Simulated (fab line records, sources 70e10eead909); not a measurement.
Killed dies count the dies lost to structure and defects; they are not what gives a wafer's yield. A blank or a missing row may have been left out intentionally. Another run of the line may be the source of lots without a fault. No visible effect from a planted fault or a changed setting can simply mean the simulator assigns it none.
Comparing a struck lot with a sound one :: flow nand_harc :: 13 steps out of a route of 1302
Sound: the wafers L175.1, L175.2, L175.6. Struck: wafer L188.2 (L188.3, L188.6, from the same lot, were not struck and are left out); the cause is given at the end.
At each step with rows: each side's tool, then ch and its chambers, then its first start. Under that, the readings that differ: sound wafers :: struck wafers :: difference of the means :: sigmas: that difference in standard deviations of wafers without a fault.
alike: words and numbers the same on both sides, and readings whose means are apart by under 2 such deviations; not compared: readings that were withheld, readings missing a value for some wafer, numbers with overlapping values and no deviation given by the record, and bounds like >300 which may hide the same value.
Wherever a step has rows on one side only, a row that says differs or no value, or a row with sigmas, the two part there. Numbers that have no deviation but don't overlap get no sigmas and don't part them. Lack of a reading on every wafer of one side parts them only where that side has two or more wafers.

NHARC_A_SLIT_ETCH_29: etches the open film in CF4/O2, target depth 100 nm, overetch 10 nm, time 55 s.
  sound on rie_diel-01 ch 1,2,3, day 21 16:46; struck on rie_diel-01 ch 0, day 27 04:02
  alike: drypump_motor_current_A, oes_product_au, rf_vpp_V, showerhead_plenum_p_Torr, throttle_valve_pct
  not compared: rf_hours_counter_h
NHARC_A_SLIT_STRIP_18: strips in O2.
  sound: rie_diel-01 ch 0,1,2; struck: rie_diel-01 ch 2
  alike: drypump_motor_current_A, oes_product_au, rf_vpp_V, showerhead_plenum_p_Torr, throttle_valve_pct
  not compared: rf_hours_counter_h
then, 2 steps without rows for these wafers: NHARC_A_SLIT_PRECLEAN_19 (cleans in SC1); NHARC_A_SLIT_SRD_20.
NHARC_A_SLIT_CD_MEAS_21:
  sound on cd_sem-01, day 21 22:32; struck on cd_sem-01, day 27 04:34
reading: cd_nm (nm)
sound: 289.8 288.9 288.9
struck: 291.3
difference: +2.1
sigmas: +2
then, 3 steps without rows for these wafers: NHARC_A_SIN_REMOVE_WET_00 (chemistry H3PO4, time 15300 s); NHARC_A_SIN_REMOVE_PRECLEAN_01 (cleans in SC1); NHARC_A_SIN_REMOVE_SRD_02.
NHARC_A_SIN_REMOVE_INSPECT_04:
  sound on defect_inspect-02, day 22 05:10; struck on defect_inspect-01, day 27 10:00
  alike: raw_defect_count
NHARC_A_WL_FILL_ALD_00: deposits Al2O3, target thk 3 nm, pulse time 3 s, ald cycles 30.
  sound on ald_hk-01 ch 1,2, day 22 05:14; struck on ald_hk-01 ch 1, day 27 10:04
reading: heater_power_outer_w (W)
sound: 339 198 196
struck: 322
difference: +78
sigmas: +2

reading: heater_power_w (W)
sound: 556 378 371
struck: 555
difference: +120
sigmas: +2
  alike: precursor_pulse_height_rel
  not compared: ald_cycles
NHARC_A_WL_FILL_RTA_01: time 5 s.
  sound on rtp_anneal-01 ch 0, day 22 05:29; struck on rtp_anneal-01 ch 0, day 27 10:22
  alike: lamp_power_pct, wafer_temp_C_max
NHARC_A_WL_FILL_ALD_02: deposits TiN, target thk 2 nm, pulse time 3 s, ald cycles 100.
  sound on ald_metal-04 ch 0,1,3, day 22 05:47; struck on ald_metal-04 ch 1, day 27 10:35
reading: ald_cycles
sound: 100 100 100
struck: 42
difference: -58
sigmas: 
  alike: heater_power_outer_w, heater_power_w, precursor_pulse_height_rel
-- break in the record here, with 4 days between the starts of the struck wafers on either side (left off in module A_WL_FILL, picked up again in module END, where the first step shown is number 1302 on the route) --
NHARC_END_SORT_01:
  at this point the record logs the struck wafers (prober-01 ch 0, day 31 13:44) and has no rows for the sound ones

== WHERE THEY PART ==
First at NHARC_A_SLIT_CD_MEAS_21; last, within this record, at NHARC_END_SORT_01.

WHY: whatever the simulator had introduced
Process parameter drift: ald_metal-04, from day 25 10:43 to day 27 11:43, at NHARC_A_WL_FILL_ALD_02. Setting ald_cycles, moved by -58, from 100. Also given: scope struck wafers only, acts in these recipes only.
